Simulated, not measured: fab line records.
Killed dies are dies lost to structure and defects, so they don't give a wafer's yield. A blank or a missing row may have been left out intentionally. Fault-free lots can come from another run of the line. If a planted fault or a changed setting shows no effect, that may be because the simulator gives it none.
Matching of chambers -- flow n5 finfet -- 3 sister chambers for N5_BEOL_M4_ILD_DEP_00 on pecvd-02
The step deposits SiOC from DEMS/O2, target thk 79 nm, time 15.3 s. 6 wafers are shown with their chamber, then 10 later ones without.

== WAFERS WITH THEIR CHAMBER ==
wafer,chamber,throttle valve pct (%),heater power w (W)
L081.6,0,11.7,420
L089.1,2,10.7,553
L089.2,1,13.6,425
L089.5,2,11.1,572
L091.3,1,13.5,468
L091.4,0,12.1,410

== WAFERS MISSING THEIR CHAMBER ==
wafer,throttle valve pct (%),heater power w (W)
L091.5,10.6,583
L093.3,11.7,420
L093.5,12.0,429
L093.6,10.6,539
L094.1,11.7,452
L094.2,13.4,442
L094.4,11.8,443
L095.2,13.6,497
L095.5,10.8,573
L095.6,11.7,426

== THE CHAMBER EACH PASSED THROUGH ==
wafer,from the rows above,in truth
L091.5,2,2
L093.3,0,0
L093.5,0,0
L093.6,2,2
L094.1,0,0
L094.2,1,1
L094.4,0,0
L095.2,1,1
L095.5,2,2
L095.6,0,0
Correctly placed: 10 of 10. Left unplaced by these rows: 0. 0 placed wrongly.
How it was worked out, from the rows above alone: a wafer's distance from a chamber is the root of the sum, over the readings, of the square of ((its reading less the chamber's mean) divided by the reading's scatter). The wafer belongs to the nearest chamber; if the next one is less than 2 further off, it can't be placed. For every chamber, the mean is computed from those of its wafers that are shown. The scatter: take each reading less its chamber's mean, square it, sum over the shown wafers, divide by the number of wafers less the number of chambers, and take the root.
